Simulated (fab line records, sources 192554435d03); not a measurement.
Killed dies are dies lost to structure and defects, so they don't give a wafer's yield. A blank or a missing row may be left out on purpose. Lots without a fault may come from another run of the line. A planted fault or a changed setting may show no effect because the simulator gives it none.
Chamber matching | flow n5_finfet | N5_BEOL_M12_ETCH_38 on rie_diel-02: 4 sister chambers
The step etches SiCN in CF4/N2, target depth 68.7 nm, time 73.4 s. 4 wafers are shown with their chamber, then 12 later ones without.

WAFERS WITH THEIR CHAMBER
wafer  | chamber | showerhead_plenum_p_Torr (Torr)
L076.1 | 1       | 2.27
L088.4 | 2       | 2.17
L088.5 | 3       | 2.16
L088.6 | 0       | 2.18

WAFERS WITHOUT THEIR CHAMBER
wafer  | showerhead_plenum_p_Torr (Torr)
L090.3 | 2.26
L090.4 | 2.26
L090.5 | 2.17
L094.1 | 2.16
L094.2 | 2.17
L094.4 | 2.25
L095.1 | 2.16
L095.3 | 2.17
L095.6 | 2.17
L096.2 | 2.25
L096.5 | 2.16
L096.6 | 2.17

WHICH CHAMBER EACH WENT THROUGH
wafer  | from the rows above          | in truth
L090.3 | 1                            | 1
L090.4 | 1                            | 1
L090.5 | can't be placed: 2 or 3 or 0 | 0
L094.1 | can't be placed: 3 or 2      | 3
L094.2 | can't be placed: 2 or 3 or 0 | 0
L094.4 | 1                            | 1
L095.1 | can't be placed: 3 or 2      | 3
L095.3 | can't be placed: 2 or 3 or 0 | 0
L095.6 | can't be placed: 2 or 3 or 0 | 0
L096.2 | 1                            | 1
L096.5 | can't be placed: 3 or 2      | 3
L096.6 | can't be placed: 2 or 3 or 0 | 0
Placed correctly: 4 of 12. Can't be placed from these rows: 8 (the true chamber is among the candidates in 8). Placed wrongly: 0.
How it was worked out, from the rows above alone: a wafer's distance from a chamber is the root of the sum, over the readings, of the square of ((its reading less the chamber's mean) divided by the reading's scatter). The wafer belongs to the nearest chamber; if the next one is less than 2 further off, it can't be placed. A chamber's mean is the mean of its shown wafers. The scatter: with one shown wafer a chamber, the root of the mean of the squares of how far each hidden wafer lies from its nearest shown one.
